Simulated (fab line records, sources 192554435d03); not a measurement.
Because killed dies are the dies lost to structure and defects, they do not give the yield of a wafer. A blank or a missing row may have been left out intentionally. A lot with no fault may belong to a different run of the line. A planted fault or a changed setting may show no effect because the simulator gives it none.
Chamber matching ; flow n5Finfet ; uvCure-01 running N5_BEOL_M5_CURE_80: 3 sister chambers
The step cures SiCOH lowk, time 120 s. 14 wafers are shown with their chamber, then 7 later ones without.

== WAFERS PAIRED WITH THEIR CHAMBERS ==
wafer;chamber;wafer_temp_C_max;lampPowerPct (%)
L077.1;1;372.1;52.26
L077.4;1;371.9;52.23
L077.5;1;371.5;52.21
L076.1;1;371.8;52.22
L076.2;1;372.4;52.33
L076.4;1;372.3;52.37
L079.1;1;371.5;52.30
L079.3;1;371.4;52.36
L079.4;1;371.0;52.28
L082.2;0;371.4;52.37
L082.4;0;371.6;52.39
L082.5;0;371.8;52.33
L085.2;2;372.3;52.36
L085.3;2;372.5;52.32

SIGNATURES, as means of the wafers listed above
reading;chamber 0;chamber 1;chamber 2;scatter within a chamber
wafer_temp_C_max;371.600;371.767;372.400;0.402
lampPowerPct;52.3633;52.2844;52.3400;0.0533
Rule: a wafer's distance from a chamber is the root of the sum, over the readings, of the square of ((its reading less the chamber's mean) divided by the reading's scatter). If the next closest chamber is less than 2 further off than the closest, the wafer can't be placed; otherwise it belongs to the closest. How the scatter is found: for the shown wafers, subtract from each reading the mean of its chamber, square and add these, divide the total by (wafers less chambers), then take the root.

== WAFERS MISSING THEIR CHAMBER ==
wafer;wafer_temp_C_max;lampPowerPct (%)
L085.4;372.0;52.36
L088.1;371.4;52.33
L088.2;372.0;52.33
L088.5;371.8;52.22
L096.2;370.9;52.33
L096.4;371.6;52.31
L096.5;371.6;52.39

== CHAMBER TAKEN BY EACH ==
wafer;from the rows above;in truth
L085.4;can't be placed: 0 or 2 or 1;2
L088.1;can't be placed: 0 or 1 or 2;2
L088.2;can't be placed: 2 or 1 or 0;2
L088.5;can't be placed: 1 or 2 or 0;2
L096.2;can't be placed: 0 or 1 or 2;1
L096.4;can't be placed: 1 or 0 or 2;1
L096.5;can't be placed: 0 or 1 or 2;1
Placed correctly: 0 of 7. Not placeable from these rows: 7 (in 7, the candidates include the true chamber). Wrongly placed: 0.
